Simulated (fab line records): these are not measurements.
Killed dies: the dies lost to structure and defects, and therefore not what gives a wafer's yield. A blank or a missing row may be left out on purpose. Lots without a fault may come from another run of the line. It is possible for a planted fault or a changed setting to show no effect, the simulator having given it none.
Which of the tools did it? ; flow n5 finfet ; Sampling: 9 lots, 26 wafers, 6 of 1938 route steps

## WHAT THE GAUGES SHOWED, per wafer
N5_BEOL_M3_THK_MEAS_01. Usual: M3_ILD_THK 78.5 nm, standard deviation 1.2.
lot;measured;on;M3_ILD_THK (nm);flag
L798;day 7 17:29;film metro-02;77.9 78.8 79.2;
L801;day 8 19:04;film metro-01;75.9 78.5;
L803;day 9 10:39;film metro-02;78.0 79.1 79.0;
L809;day 10 13:09;film metro-02;76.4 77.9 77.6;
L810;day 10 15:41;film metro-01;77.8 80.9 80.4;
L812;day 11 08:12;film metro-02;77.2 78.0 76.8;
L813;day 12 02:34;film metro-02;77.6 78.7 77.6;
L816;day 12 15:36;film metro-01;79.0 79.5 79.7;
L817;day 12 23:14;film metro-01;75.8 77.6 78.5;

N5_BEOL_M3_OVL_MEAS_12. Usual: M3_OVL -0.4 nm, standard deviation 0.8.
lot;measured;on;M3_OVL (nm);flag
L798;day 7 20:11;overlay-01;0.3 -0.3 0.5;
L801;day 8 21:25;overlay-02;-2.1 -0.9;
L803;day 9 12:35;overlay-02;1.2 -0.4 0.1;
L809;day 10 17:07;overlay-02;10.5 10.8 9.5;OFF
L810;day 10 17:20;overlay-02;10.4 10.2 10.6;OFF
L812;day 11 09:46;overlay-02;-0.2 -0.2 0.2;
L813;day 12 03:41;overlay-01;1.2 0.5 0.8;
L816;day 12 16:47;overlay-02;0.0 1.1 -0.7;
L817;day 13 00:10;overlay-01;0.0 0.3 0.5;

N5_BEOL_M4_RC_MEAS_101. Usual: DIBL_N 37.5 mV/V, standard deviation 2; DIBL_P 37.5 mV/V, standard deviation 2.5; IOFF_N 0.18 nA/um, standard deviation 0.042; IOFF_P 0.24 nA/um, standard deviation 0.046; ION_N 677 uA/um, standard deviation 15; ION_P 464 uA/um, standard deviation 9.5; SS_N 72.0 mV/dec, standard deviation 0.76; SS_P 73.6 mV/dec, standard deviation 0.79; VT_N 249 mV, standard deviation 3.5; VT_P -249 mV, standard deviation 3.2.
lot;measured;on;DIBL_N (mV/V);DIBL_P (mV/V);IOFF_N (nA/um);IOFF_P (nA/um);ION_N (uA/um);ION_P (uA/um);SS_N (mV/dec);SS_P (mV/dec);VT_N (mV);VT_P (mV);flag
L798;day 8 14:33;prober-02;36.5 37.0 39.3;34.2 36.7 37.7;0.13 0.15 0.18;0.21 0.26 0.26;670 658 680;468 464 470;71.2 71.2 72.3;73.3 73.5 73.6;254 250 247;-247 -248 -245;
L801;day 9 12:52;prober-02;36.8 38.7;37.1 38.1;0.14 0.19;0.24 0.25;645 679;448 464;70.6 71.8;73.9 73.3;254 247;-251 -249;
L803;day 10 05:03;prober-02;38.8 38.0 39.1;39.8 37.3 39.7;0.21 0.18 0.19;0.29 0.24 0.28;691 677 667;475 465 468;71.1 71.7 71.3;74.3 73.2 74.1;243 252 247;-242 -247 -245;
L809;day 11 08:13;prober-01;41.2 37.0 40.0;41.2 36.4 39.8;0.24 0.16 0.22;0.31 0.24 0.28;666 676 691;450 465 476;72.3 71.5 72.2;74.2 73.9 73.6;249 248 247;-248 -248 -248;
L810;day 11 13:32;prober-02;35.3 36.3 35.2;34.4 35.7 34.0;0.12 0.15 0.12;0.18 0.20 0.17;661 688 648;461 476 452;71.0 71.4 71.3;72.3 72.5 72.6;254 252 257;-252 -255 -254;
L812;day 12 09:40;prober-01;40.8 38.5 39.0;40.6 36.9 38.1;0.23 0.18 0.19;0.29 0.24 0.25;690 655 664;470 457 460;72.2 71.7 71.6;74.2 73.8 73.0;244 249 249;-247 -247 -247;
L813;day 13 03:25;prober-01;36.3 35.6 40.4;37.2 35.8 39.2;0.17 0.15 0.25;0.24 0.22 0.27;693 665 676;480 466 461;70.8 71.5 73.2;72.9 72.4 73.8;248 248 248;-247 -248 -244;
L816;day 13 17:25;prober-01;39.4 34.4 39.7;39.4 34.4 40.4;0.22 0.12 0.23;0.25 0.18 0.28;683 672 697;457 465 474;72.8 71.4 72.3;74.8 73.1 74.5;244 251 241;-249 -254 -249;
L817;day 13 19:04;prober-02;37.1 35.2 38.5;36.8 35.5 38.6;0.19 0.13 0.20;0.20 0.18 0.23;668 659 673;454 452 457;72.8 71.5 72.3;73.0 73.1 74.2;248 251 248;-253 -253 -249;

## WHAT TOOL EACH LOT RAN ON (gives the tool, then ch and the chambers of the sampled wafers, and finally the start)
lot;N5_BEOL_M3_EXPOSE_08;N5_BEOL_M3_ETCH_74;N5_BEOL_M3_STRIP_66
L798;euv scanner-01 ch 0, day 7 20:02;rie diel-02 ch 0,1,2, day 7 20:19;rie diel-02 ch 0,1,2, day 7 20:29
L801;euv scanner-02 ch 0, day 8 21:15;rie diel-03 ch 1, day 8 21:32;rie diel-03 ch 1, day 8 21:43
L803;euv scanner-01 ch 0, day 9 12:26;rie diel-03 ch 1,3, day 9 12:43;rie diel-03 ch 1,3, day 9 12:53
L809;euv scanner-01 ch 0, day 10 16:58;rie diel-02 ch 0,3, day 10 17:14;rie diel-02 ch 0,3, day 10 17:25
L810;euv scanner-01 ch 0, day 10 17:11;rie diel-01 ch 1,2, day 10 17:28;rie diel-01 ch 1,2, day 10 17:38
L812;euv scanner-02 ch 0, day 11 09:37;rie diel-02 ch 0,2,3, day 11 10:49;rie diel-02 ch 0,2,3, day 11 10:59
L813;euv scanner-02 ch 0, day 12 03:32;rie diel-03 ch 0,2,3, day 12 03:50;rie diel-03 ch 0,2,3, day 12 04:00
L816;euv scanner-02 ch 0, day 12 16:38;rie diel-01 ch 1,2,3, day 12 16:55;rie diel-01 ch 1,2,3, day 12 17:05
L817;euv scanner-02 ch 0, day 13 00:01;rie diel-03 ch 1,2,3, day 13 00:18;rie diel-03 ch 1,2,3, day 13 00:28
- N5_BEOL_M3_EXPOSE_08: exposes mask M3.
- N5_BEOL_M3_ETCH_74: etches underlayer in N2/H2, target depth 6.5 nm, time 5.2 s.
- N5_BEOL_M3_STRIP_66: strips in CF4.

## WHAT THE TOOLS THEMSELVES READ (means of the sampled wafers that have a number; where no wafer has one, the mark that the record gives instead)
N5_BEOL_M3_EXPOSE_08. Usual: exposure dose mJ cm2 reads 32.88 (standard deviation 0.046).
lot;tool;exposure dose mJ cm2;flag
L798;euv scanner-01;32.93;
L801;euv scanner-02;32.89;
L803;euv scanner-01;32.95;
L809;euv scanner-01;32.92;
L810;euv scanner-01;32.90;
L812;euv scanner-02;32.86;
L813;euv scanner-02;32.82;
L816;euv scanner-02;32.80;
L817;euv scanner-02;32.80;

N5_BEOL_M3_ETCH_74. Usual: drypump motor current A 5.8 A, standard deviation 0.37; etch rf on time s 5.17 s, standard deviation 0.19; oes product au 0.65 a.u., standard deviation 0.07; rf vpp V 523.6 V, standard deviation 2.6; showerhead plenum p Torr 2.53 Torr, standard deviation 0.079; throttle valve pct 17.9 %, standard deviation 0.32.
lot;tool;drypump motor current A (A);etch rf on time s (s);oes product au (a.u.);rf vpp V (V);showerhead plenum p Torr (Torr);throttle valve pct (%);flag
L798;rie diel-02;5.8;5.14;0.68;523.2;2.52;18.0;
L801;rie diel-03;6.2;5.19;0.65;526.1;2.64;18.2;
L803;rie diel-03;6.1;5.15;0.63;523.3;2.55;18.0;
L809;rie diel-02;5.7;5.23;0.65;523.2;2.55;17.8;
L810;rie diel-01;5.8;5.11;0.63;523.1;2.49;18.0;
L812;rie diel-02;5.6;5.17;0.62;523.8;2.53;18.1;
L813;rie diel-03;5.8;5.15;0.68;525.0;2.57;17.8;
L816;rie diel-01;5.7;5.26;0.61;523.0;2.49;18.0;
L817;rie diel-03;6.0;5.04;0.68;525.8;2.56;17.9;

N5_BEOL_M3_STRIP_66. Usual: cf4 flow sccm 149.9 sccm, standard deviation 0.42; drypump motor current A 5.7 A, standard deviation 0.37; oes product au 0.75 a.u., standard deviation 0.076; rf vpp V 271.0 V, standard deviation 1.3; showerhead plenum p Torr 1.79 Torr, standard deviation 0.049; throttle valve pct 13.69 %, standard deviation 0.27.
lot;tool;cf4 flow sccm (sccm);drypump motor current A (A);oes product au (a.u.);rf vpp V (V);showerhead plenum p Torr (Torr);throttle valve pct (%);flag
L798;rie diel-02;149.7;5.7;0.78;270.8;1.78;13.75;
L801;rie diel-03;149.9;6.2;0.74;271.8;1.87;13.95;
L803;rie diel-03;150.0;6.1;0.73;271.0;1.82;13.87;
L809;rie diel-02;149.9;5.6;0.76;270.8;1.78;13.42;
L810;rie diel-01;150.1;5.7;0.72;270.7;1.76;13.79;
L812;rie diel-02;149.7;5.6;0.71;270.7;1.77;13.69;
L813;rie diel-03;150.1;5.8;0.79;271.4;1.81;13.64;
L816;rie diel-01;149.5;5.8;0.71;269.5;1.76;13.81;
L817;rie diel-03;149.8;6.0;0.78;271.5;1.81;13.75;

## THE ANSWER, worked out from the rows above alone
Rule: a lot counts as off when the mean over its wafers that have a number is more than 3 standard deviations away from the usual mean. A lot without any number at a reading at which 4 lots or more have one is off too. Any other lot the step has rows for is counted as sound. After the gauges, taken in route order, come the tools' own readings; for these a lot's mean is taken, as printed above. At the first step where some lot is off, the reading lying furthest off is the one used; lots without a number count as furthest.
Off: L809, L810, at N5_BEOL_M3_OVL_MEAS_12 (M3_OVL).
A tool fits if, at a process step before that reading, it ran every lot that is off, and no sound lot after the first of them. Those tools and the gauges at N5_BEOL_M3_OVL_MEAS_12 are tried in the same way. One fits: N5_BEOL_M3_EXPOSE_08 on euv scanner-01. A fault onset in the window from L803 (day 9 12:26, its last sound lot) to L809 (day 10 16:58, its first lot off) fits.

## WHAT THE SIMULATOR HAD PUT IN
Scanner matching overlay: euv scanner-01, from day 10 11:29 on, at N5_BEOL_M3_EXPOSE_08. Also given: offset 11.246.
Struck lots among those shown: L809, L810. The same result came from the rule above.
